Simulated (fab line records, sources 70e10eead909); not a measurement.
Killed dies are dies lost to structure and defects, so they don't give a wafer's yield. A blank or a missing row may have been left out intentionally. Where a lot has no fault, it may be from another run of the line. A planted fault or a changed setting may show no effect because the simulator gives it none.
One fault through the eyes of 2 desks + flow nand-harc + each desk has only its own numbers; what lay behind them comes last

== AT THE TOOL OWNER'S DESK: rie-si-05 ==
The tool's own readings at NHARC_A_WL_FILL_ETCHBACK_26 (etches the open film in HBr, target depth 52 nm, time 13.3 s): means of the sampled wafers that have a number, for each lot that ran on this tool. The brackets show how far a lot's mean lies from the usual mean; more than 4 standard deviations puts the lot out of limits, marked OUT.
Columns: A = chamber-pressure-mTorr at NHARC_A_WL_FILL_ETCHBACK_26, usual 15.001 mTorr; B = drypump-motor-current-A at NHARC_A_WL_FILL_ETCHBACK_26, usual 5.8 A; C = oes-product-au at NHARC_A_WL_FILL_ETCHBACK_26, usual 0.995 a.u.; D = throttle-valve-pct at NHARC_A_WL_FILL_ETCHBACK_26, usual 23.268 %
| lot  | first seen here | A      | B   | C     | D      |
|------|-----------------|--------|-----|-------|--------|
| L977 | day 21 16:26    | 15.001 | 6.0 | 1.001 | 23.266 |
| L985 | day 25 02:14    | 15.013 | 6.0 | 1.001 | 23.262 |
| L983 | day 25 22:59    | 15.005 | 5.6 | 0.989 | 23.267 |
| L982 | day 26 18:44    | 15.007 | 5.9 | 1.000 | 23.268 |
| L997 | day 29 06:00    | 14.997 | 5.8 | 1.008 | 23.268 |
| L999 | day 30 16:50    | 15.005 | 5.8 | 0.992 | 23.264 |
Finding of this desk: none of the 6 lots has anything out of limits.

== AT THE METROLOGY DESK ==
What the gauges read, lot by lot, whatever tool the lot ran on: means of the sampled wafers that have a number. The brackets show how far a lot's mean lies from the usual mean; more than 4 standard deviations puts the lot out of limits, marked OUT.
Columns: A = thk-nm at NHARC_THIN_TSV_THK_MEAS_02, usual 3014 nm
| lot  | first seen here | A    |
|------|-----------------|------|
| L977 | day 24 09:16    | 2844 |
| L980 | day 25 10:10    | 3074 |
| L985 | day 27 21:04    | 3161 |
| L984 | day 28 06:54    | 3152 |
| L983 | day 29 01:43    | 2842 |
| L986 | day 30 00:16    | 3163 |
| L982 | day 30 04:43    | 2924 |
| L991 | day 30 12:04    | 2870 |
| L994 | day 30 22:23    | 3028 |
| L995 | day 31 15:32    | 3054 |
| L996 | day 32 01:53    | 2852 |
| L997 | day 32 03:05    | 2974 |
| L999 | day 33 08:02    | 3074 |
| L100 | day 35 01:47    | 2728 |
Finding of this desk: none of the 14 lots has anything out of limits.

== PUT TOGETHER ==
The tool owner's desk saw nothing out of limits.
The metrology desk saw nothing out of limits.

== WHAT THE SIMULATOR PUT IN ==
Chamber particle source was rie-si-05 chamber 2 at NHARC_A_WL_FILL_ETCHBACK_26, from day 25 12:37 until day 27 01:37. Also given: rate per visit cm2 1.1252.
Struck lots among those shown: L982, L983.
